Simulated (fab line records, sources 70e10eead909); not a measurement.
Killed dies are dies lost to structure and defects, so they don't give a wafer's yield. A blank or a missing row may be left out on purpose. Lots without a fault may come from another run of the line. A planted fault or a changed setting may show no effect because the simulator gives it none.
Which tool did it? | flow nand_harc | 13 lots, 39 wafers sampled, at 5 steps of a route of 1159

WHAT THE GAUGES READ, wafer by wafer
NHARC_END_SORT_01.
lot  | measured     | on        | killed_at_array | killed_at_other | killed_at_periphery | killed_dies | killed_open | killed_short
L377 | day 21 06:26 | prober-01 | 41              | 2               | 5                   | 48          | 4           | 2
L378 | day 20 21:05 | prober-02 | 15 26 30        | 1 0 0           | 2 1 1               | 18 27 31    | 5 3 5       | 0 2 2
L380 | day 21 23:25 | prober-02 | 7 12 17         | 1 0 0           | 0 4 2               | 8 16 19     | 2 4 2       | 1 3 2
L392 | day 23 19:59 | prober-02 | 29 28 25        | 1 1 0           | 3 6 7               | 33 35 32    | 7 7 2       | 2 2 2

WHICH TOOL RAN EACH LOT (tool, then ch and the chambers of the sampled wafers, then the start)
lot  | NHARC_A_WL_FILL_RTA_01           | NHARC_A_WL_FILL_STRIP_29           | NHARC_A_WL_FILL_CVD_23           | NHARC_A_WL_FILL_CMP_12
L376 | rtp_anneal-01 ch 0, day 14 22:07 | rie_diel-13 ch 0,1,2, day 15 15:36 | lpcvd_poly-02 ch 0, day 15 18:08 | cmp-02 ch 1,2, day 16 04:07
L377 | rtp_anneal-02 ch 0, day 14 22:22 | rie_diel-10 ch 0,2, day 15 12:26   | lpcvd_poly-04 ch 0, day 16 21:11 | cmp-02 ch 0,2,3, day 17 05:39
L378 | rtp_anneal-02 ch 0, day 15 07:29 | rie_diel-03 ch 0,1, day 15 22:17   | lpcvd_poly-02 ch 0, day 17 06:50 | cmp-03 ch 0,3, day 17 14:59
L380 | rtp_anneal-01 ch 0, day 16 12:26 | rie_diel-10 ch 0,2,3, day 17 04:02 | lpcvd_poly-01 ch 0, day 18 12:53 | cmp-02 ch 0,2,3, day 18 21:20
L389 | rtp_anneal-02 ch 0, day 18 01:47 | rie_diel-10 ch 1,2,3, day 18 22:28 | lpcvd_poly-02 ch 0, day 19 01:01 | cmp-03 ch 0,1,2, day 19 09:05
L390 | rtp_anneal-02 ch 0, day 18 13:26 | rie_diel-13 ch 0,3, day 19 03:43   | lpcvd_poly-01 ch 0, day 19 06:37 | cmp-01 ch 1,2, day 19 16:14
L392 | rtp_anneal-02 ch 0, day 19 06:03 | rie_diel-13 ch 2,3, day 19 20:32   | lpcvd_poly-01 ch 0, day 19 23:26 | cmp-03 ch 1,3, day 20 09:49
L395 | rtp_anneal-01 ch 0, day 19 06:07 | rie_diel-10 ch 0,2, day 19 20:35   | lpcvd_poly-01 ch 0, day 19 23:26 | cmp-03 ch 2,3, day 20 11:55
L393 | rtp_anneal-01 ch 0, day 19 13:56 | rie_diel-10 ch 1,2, day 20 05:21   | lpcvd_poly-01 ch 0, day 20 08:16 | cmp-01 ch 0,1, day 20 17:31
L394 | rtp_anneal-02 ch 0, day 20 00:33 | rie_diel-13 ch 0,2,3, day 20 15:38 | lpcvd_poly-02 ch 0, day 20 18:01 | cmp-02 ch 0,2, day 21 11:18
L396 | rtp_anneal-01 ch 0, day 20 00:33 | rie_diel-03 ch 1,2,3, day 20 15:28 | lpcvd_poly-02 ch 0, day 20 18:01 | cmp-01 ch 0,2,3, day 21 07:03
L397 | rtp_anneal-01 ch 0, day 20 00:45 | rie_diel-13 ch 0,1,3, day 20 18:32 | lpcvd_poly-02 ch 0, day 20 21:06 | cmp-02 ch 0,2,3, day 21 14:15
L398 | rtp_anneal-02 ch 0, day 20 09:28 | rie_diel-13 ch 0,2,3, day 21 01:50 | lpcvd_poly-01 ch 0, day 21 04:44 | cmp-01 ch 0,1,3, day 21 19:25
- NHARC_A_WL_FILL_RTA_01: time 5 s.
- NHARC_A_WL_FILL_STRIP_29: strips in O2, time 20 s.
- NHARC_A_WL_FILL_CVD_23: deposits poly-Si, target thk 40 nm, time 800 s.
- NHARC_A_WL_FILL_CMP_12: polishes, t overpolish 30 s, target thk 75 nm.

WHAT THE TOOLS THEMSELVES READ (means of the sampled wafers that have a number; where no wafer has one, the mark that the record gives instead)
NHARC_A_WL_FILL_RTA_01.
lot  | tool          | lamp_power_pct (%) | wafer_temp_C_max
L376 | rtp_anneal-01 | 29                 | 1003.9
L377 | rtp_anneal-02 | 36                 | 1003.7
L378 | rtp_anneal-02 | 36                 | 1003.5
L380 | rtp_anneal-01 | 29                 | 1003.8
L389 | rtp_anneal-02 | 36                 | 1002.5
L390 | rtp_anneal-02 | 36                 | 1001.9
L392 | rtp_anneal-02 | 36                 | 1003.4
L395 | rtp_anneal-01 | 29                 | 1004.6
L393 | rtp_anneal-01 | 29                 | 1003.6
L394 | rtp_anneal-02 | 36                 | 1003.4
L396 | rtp_anneal-01 | 29                 | 1005.8
L397 | rtp_anneal-01 | 29                 | 1005.2
L398 | rtp_anneal-02 | 36                 | 1003.1

NHARC_A_WL_FILL_STRIP_29.
lot  | tool        | drypump_motor_current_A (A) | mfc_ar_sccm (sccm) | oes_product_au (a.u.) | rf_vpp_V (V) | showerhead_plenum_p_Torr (Torr) | throttle_valve_pct (%)
L376 | rie_diel-13 | 5.43                        | 0.002              | 0.997                 | 57.3         | 3.45                            | 17.041
L377 | rie_diel-10 | 5.39                        | 0.000              | 1.001                 | 57.5         | 3.48                            | 17.033
L378 | rie_diel-03 | 5.27                        | 0.029              | 0.996                 | 57.5         | 3.41                            | 17.037
L380 | rie_diel-10 | 5.58                        | 0.000              | 1.000                 | 58.1         | 3.49                            | 17.037
L389 | rie_diel-10 | 5.61                        | 0.007              | 0.996                 | 58.2         | 3.41                            | 17.037
L390 | rie_diel-13 | 5.70                        | 0.011              | 0.987                 | 57.9         | 3.56                            | 17.031
L392 | rie_diel-13 | 5.37                        | 0.010              | 0.995                 | 57.7         | 3.44                            | 17.041
L395 | rie_diel-10 | 5.40                        | 0.000              | 0.993                 | 57.9         | 3.47                            | 17.035
L393 | rie_diel-10 | 5.43                        | 0.007              | 0.991                 | 57.1         | 3.39                            | 17.033
L394 | rie_diel-13 | 5.52                        | 0.008              | 1.000                 | 58.3         | 3.47                            | 17.046
L396 | rie_diel-03 | 5.51                        | 0.018              | 0.995                 | 57.0         | 3.41                            | 17.036
L397 | rie_diel-13 | 5.60                        | 0.006              | 1.000                 | 58.0         | 3.54                            | 17.031
L398 | rie_diel-13 | 5.53                        | 0.008              | 0.999                 | 57.7         | 3.47                            | 17.036

NHARC_A_WL_FILL_CVD_23.
lot  | tool          | pressure_mtorr (mTorr)
L376 | lpcvd_poly-02 | 200.2
L377 | lpcvd_poly-04 | 199.9
L378 | lpcvd_poly-02 | 200.0
L380 | lpcvd_poly-01 | 199.8
L389 | lpcvd_poly-02 | 200.3
L390 | lpcvd_poly-01 | 199.9
L392 | lpcvd_poly-01 | 199.3
L395 | lpcvd_poly-01 | 200.2
L393 | lpcvd_poly-01 | 199.7
L394 | lpcvd_poly-02 | 200.2
L396 | lpcvd_poly-02 | 200.4
L397 | lpcvd_poly-02 | 199.9
L398 | lpcvd_poly-01 | 200.2

NHARC_A_WL_FILL_CMP_12.
lot  | tool   | motor_current_A (A) | overpolish_run_s (s) | time_to_endpoint_s (s)
L376 | cmp-02 | 13.7                | 30.001               | 16.4
L377 | cmp-02 | 12.6                | 30.006               | 14.3
L378 | cmp-03 | 13.6                | 30.004               | 12.7
L380 | cmp-02 | 12.2                | 29.986               | 16.5
L389 | cmp-03 | 11.7                | 29.997               | 16.7
L390 | cmp-01 | 11.0                | 29.999               | 14.8
L392 | cmp-03 | 13.8                | 30.000               | 14.1
L395 | cmp-03 | 12.1                | 29.996               | 15.0
L393 | cmp-01 | 12.2                | 29.990               | 15.2
L394 | cmp-02 | 13.2                | 30.003               | 15.6
L396 | cmp-01 | 11.6                | 29.994               | 14.4
L397 | cmp-02 | 12.5                | 29.999               | 14.9
L398 | cmp-01 | 12.4                | 29.998               | 16.5

THE ANSWER, worked out from the rows above alone
Rule: what is usual is taken from the lots themselves. Put in order of their means at a reading, lots are off if they are a third of the lots or fewer, leave a main group of 4 or more, and stand apart from it by a gap of 3 or more times the standard deviation of the main group's means; of several such gaps the widest counts. A main group whose means are all the same, to the digits that the tables above print for the reading, isn't used. A lot without any number at a reading at which 4 lots or more have one is off too. The other lots that the step has rows for count as sound. The gauges are gone through in route order, then the tools' own readings, and for those a lot's mean is taken as printed above. The first step at which some lot is off is used, and at that step the reading that is off furthest; a lot without a number counts as furthest.
No lot is off at any reading shown: from this, nothing can be told.

WHAT THE SIMULATOR HAD PUT IN
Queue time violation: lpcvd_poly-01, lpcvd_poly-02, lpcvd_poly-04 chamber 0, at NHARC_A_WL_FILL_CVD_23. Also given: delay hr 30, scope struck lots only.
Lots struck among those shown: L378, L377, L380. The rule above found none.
